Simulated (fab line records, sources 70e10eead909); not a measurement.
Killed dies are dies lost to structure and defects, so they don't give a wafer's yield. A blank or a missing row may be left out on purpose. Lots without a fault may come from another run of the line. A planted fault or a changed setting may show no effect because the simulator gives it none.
A struck lot beside a sound one | flow nand_harc | 24 steps out of a route of 1302
Sound: wafers L370.1, L370.2, L370.3. Struck: wafers L355.2, L355.5, L355.6. The cause comes at the end.
At each step with rows: each side's tool, then ch and its chambers, then its first start. Under that, the readings that differ: sound wafers | struck wafers | difference of the means | sigmas: that difference in standard deviations of wafers without a fault.
alike: readings whose means differ by less than 2 such deviations, and words and numbers that are the same on both sides. not compared: withheld readings, readings that some wafer has no value for, bounds like >300 that may hide the same value, and numbers for which the record gives no deviation and whose values overlap.
The two part at a step that has a row with sigmas, a row that says differs or no value, or rows on one side only. Numbers that don't overlap but have no deviation are shown without sigmas and don't part them. A reading that every wafer of one side lacks parts them only if that side has two wafers or more.

first, 8 steps without rows for these wafers: NHARC_A_CHANNEL_HOLE_D2_DESCUM_15 (chemistry O2, time 3 s); NHARC_A_CHANNEL_HOLE_D2_ETCH_38 (etches the open film in CF4, target depth 39 nm, time 65 s); NHARC_A_CHANNEL_HOLE_D2_ETCH_39 (etches the open film in N2/H2, target depth 260 nm, time 325 s); NHARC_A_CHANNEL_HOLE_D2_ETCH_34 (etches the open film in CF4/CHF3, target depth 154 nm, time 77 s); NHARC_A_CHANNEL_HOLE_D2_ETCH_16 (etches the open film in O2/COS, target depth 3100 nm, time 806 s); NHARC_A_CHANNEL_HOLE_D2_ETCH_19 (etches the open film in C4F8/O2/Ar, time 34.5 s); NHARC_A_CHANNEL_HOLE_D2_ETCH_20 (etches the open film in C4F8/O2/Ar, time 361.9 s, target depth 1600 nm); NHARC_A_CHANNEL_HOLE_D2_ETCH_21 (etches the open film in C4F8/O2/Ar, time 514.3 s, target depth 1600 nm).
NHARC_A_CHANNEL_HOLE_D2_ETCH_22: etches the open film in C4F8/O2/Ar, time 666.7 s, target depth 1600 nm.
  sound on har_etch-02 ch 0,1, day 21 11:10; struck on har_etch-02 ch 0,1, day 15 01:34
  no value came back on the struck wafers for any of 6 readings (c4f8_flow_sccm (sccm), chamber_pressure_mTorr (mTorr) and others); on the sound wafers c4f8_flow_sccm (sccm) reads 88.96 88.94 88.82
  not compared: rf_hours_counter_h
then, 8 steps without rows for these wafers: NHARC_A_CHANNEL_HOLE_D2_ETCH_23 (etches the open film in C4F8/O2/Ar, time 819 s, target depth 1600 nm); NHARC_A_CHANNEL_HOLE_D2_ETCH_24 (etches the open film in C4F8/O2/Ar, time 906.2 s, target depth 1500 nm); NHARC_A_CHANNEL_HOLE_D2_ETCH_25 (etches the open film in C4F8/O2/Ar, time 1040.2 s, target depth 1500 nm); NHARC_A_CHANNEL_HOLE_D2_ETCH_26 (etches the open film in C4F8/O2/Ar, time 224.1 s, target depth 300 nm); NHARC_A_CHANNEL_HOLE_D2_ETCH_27 (etches the open film in C4F8/O2/Ar, time 90 s, target depth 400 nm); NHARC_A_CHANNEL_HOLE_D2_STRIP_41 (strips in N2/H2); NHARC_A_CHANNEL_HOLE_D2_STRIP_42 (strips in CF4/CHF3); NHARC_A_CHANNEL_HOLE_D2_STRIP_43 (strips in O2/COS).
NHARC_A_CHANNEL_HOLE_D2_ETCH_44: etches the open film in CF4/O2, target depth 140 nm, overetch 14 nm, time 77 s.
  sound on rie_diel-10 ch 0,1,3, day 21 15:02; struck on rie_diel-10 ch 0,1,2, day 15 05:21
  reading                            | sound             | struck            | difference | sigmas
  oes_product_au (a.u.)              | 0.973 0.981 0.999 | 1.015 1.001 1.018 | +0.027     | +2
  model.A_CHANNEL_HOLE_D2.cd_nm (nm) | 88.22 90.08 88.7  | 99.55 99.02 100.9 | +10.82     |
  alike: bias_w, cf4_flow_sccm, drypump_motor_current_A, mfc_ar_sccm, rf_vpp_V, showerhead_plenum_p_Torr, throttle_valve_pct
  not compared: rf_hours_counter_h
then, 3 steps without rows for these wafers: NHARC_A_CHANNEL_HOLE_D2_STRIP_28 (strips in O2); NHARC_A_CHANNEL_HOLE_D2_PRECLEAN_29 (cleans in SC1); NHARC_A_CHANNEL_HOLE_D2_SRD_30.
NHARC_A_CHANNEL_HOLE_D2_CD_MEAS_31:
  sound on cd_sem-03, day 21 15:50; struck on cd_sem-03, day 15 06:08
  reading    | sound          | struck      | difference | sigmas
  cd_nm (nm) | 89.1 89.4 89.2 | 1.2 1.4 1.3 | -87.9      | -59
NHARC_A_CHANNEL_HOLE_D2_XSEM_32:
  sound on xsem-02 ch 0, day 21 15:55; struck on xsem-01 ch 0, day 15 06:13
  reading        | sound          | struck         | difference | sigmas
  bot_cd_nm (nm) | 72.6 73.9 73.2 | 1.0 1.2 1.2    | -72.1      | -45
  bow_nm (nm)    | 8.76 8.71 8.58 | 0.26 0.26 0.26 | -8.42      | -37
  alike: tilt_deg
-- the record jumps here: 11 days lie between the struck wafers' starts before and after (it left off in module A_CHANNEL_HOLE_D2 and takes up again in module END, whose first step shown is number 1302 of the route) --
NHARC_END_SORT_01:
  the record has rows for the struck wafers here (prober-02 ch 0, day 26 01:45) and none for the sound ones

WHERE THEY PART
First at NHARC_A_CHANNEL_HOLE_D2_ETCH_22; last, within this record, at NHARC_END_SORT_01.

WHY: what the simulator had put in
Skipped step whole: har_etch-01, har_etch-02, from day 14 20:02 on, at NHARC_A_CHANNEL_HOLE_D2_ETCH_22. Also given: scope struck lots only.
